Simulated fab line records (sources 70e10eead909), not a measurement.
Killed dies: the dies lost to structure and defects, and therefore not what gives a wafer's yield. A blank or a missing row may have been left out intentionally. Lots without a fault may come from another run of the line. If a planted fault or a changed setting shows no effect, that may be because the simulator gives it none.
Comparing a struck lot with a sound one	flow nand_harc	14 out of 1159 route steps
Sound: these wafers, L988.1, L988.2, L988.4. The struck wafers were L103.3, L103.4, L103.5. The cause comes at the end.
Per side, at each step with rows, come the tool, then ch with its chambers, and then its first start. Under that, the readings that differ: sound wafers	struck wafers	difference of the means	sigmas: that difference in standard deviations of wafers without a fault.
alike: same words and numbers on both sides, and readings whose means sit less than 2 such deviations apart. not compared: any withheld reading, any reading some wafer has no value for, any bound like >300 that may hide the same value, and any number with overlapping values for which the record gives no deviation.
Wherever a step has rows on one side only, a row that says differs or no value, or a row with sigmas, the two part there. When numbers do not overlap yet have no deviation, they are printed without sigmas and do not part them. A reading that every wafer of one side lacks parts them only if that side has two wafers or more.

first, 5 steps without rows for these wafers: NHARC_A_CHANNEL_HOLE_D1_SOFTBAKE_05 (time 55 s); NHARC_A_CHANNEL_HOLE_D1_EBR_06; NHARC_A_CHANNEL_HOLE_D1_EXPOSE_07 (exposes mask HOLE D1, target cd 100 nm); NHARC_A_CHANNEL_HOLE_D1_PEB_08 (peb time 65 s); NHARC_A_CHANNEL_HOLE_D1_DEVELOP_09 (develop time 35 s).
NHARC_A_CHANNEL_HOLE_D1_CD_MEAS_10: target cd 100 nm.
  sound on cd_sem-02 ch 0, day 9 07:41; struck on cd_sem-01 ch 0, day 12 23:44
  alike: cd_nm
NHARC_A_CHANNEL_HOLE_D1_OVL_MEAS_11:
  sound on overlay-02, day 9 07:47; struck on overlay-02, day 12 23:49
  alike: overlay_x_nm, overlay_y_nm
NHARC_A_CHANNEL_HOLE_D1_INSPECT_12:
  sound on defect_inspect-02, day 9 07:49; struck on defect_inspect-02, day 12 23:51
reading	sound	struck	difference	sigmas
raw_defect_count	11 7 14	7 6 1	-6	-2
NHARC_A_CHANNEL_HOLE_D1_DESCUM_15: chemistry O2, time 3 s.
  sound on rie_diel-09 ch 0,1,2, day 9 07:53; struck on rie_diel-09 ch 0,3, day 12 23:55
  alike: drypump_motor_current_A, o2_flow_sccm, oes_product_au, rf_vpp_V, showerhead_plenum_p_Torr, throttle_valve_pct
  not compared: rf_hours_counter_h
NHARC_A_CHANNEL_HOLE_D1_ETCH_38: etches the open film in CF4, target depth 39 nm, time 65 s.
  sound on rie_diel-09 ch 1,2,3, day 9 07:58; struck on rie_diel-09 ch 0,1,3, day 13 00:01
  alike: drypump_motor_current_A, oes_product_au, rf_vpp_V, run_length_s, showerhead_plenum_p_Torr, throttle_valve_pct
  not compared: rf_hours_counter_h
NHARC_A_CHANNEL_HOLE_D1_ETCH_39: etches the open film in N2/H2, target depth 260 nm, time 325 s.
  sound: rie_diel-09 ch 0,1,3; struck: rie_diel-09 ch 1,2
  alike: drypump_motor_current_A, oes_product_au, rf_vpp_V, run_length_s, showerhead_plenum_p_Torr, throttle_valve_pct
  not compared: rf_hours_counter_h
NHARC_A_CHANNEL_HOLE_D1_ETCH_34: etches the open film in CF4/CHF3, target depth 154 nm, time 77 s.
  sound: rie_diel-09 ch 0,1,2; struck: rie_diel-09 ch 0,2
  alike: drypump_motor_current_A, oes_product_au, rf_vpp_V, run_length_s, showerhead_plenum_p_Torr, throttle_valve_pct
  not compared: rf_hours_counter_h
NHARC_A_CHANNEL_HOLE_D1_ETCH_16: etches the open film in O2/COS, target depth 3100 nm, time 806 s.
  sound on rie_diel-09 ch 0,1,2, day 9 08:25; struck on rie_diel-09 ch 1,2,3, day 13 00:26
reading	sound	struck	difference	sigmas
run_length_s (s)	826.5 827.5 827.4	596.3 595.1 595.5	-231.5	-99 or more
  alike: cos_flow_sccm, drypump_motor_current_A, o2_flow_sccm, oes_product_au, rf_vpp_V, showerhead_plenum_p_Torr, throttle_valve_pct
  not compared: rf_hours_counter_h
NHARC_A_CHANNEL_HOLE_D1_CD_MEAS_18:
  sound on cd_sem-01, day 9 08:59; struck on cd_sem-02, day 13 01:01
reading	sound	struck	difference	sigmas
cd_nm (nm)	100.6 97.6 98.5	89.0 95.4 90.6	-7.2	-2

== WHERE THEY PART ==
Earliest at NHARC_A_CHANNEL_HOLE_D1_INSPECT_12; latest, in this record, at NHARC_A_CHANNEL_HOLE_D1_CD_MEAS_18.

WHY: what the simulator had put in
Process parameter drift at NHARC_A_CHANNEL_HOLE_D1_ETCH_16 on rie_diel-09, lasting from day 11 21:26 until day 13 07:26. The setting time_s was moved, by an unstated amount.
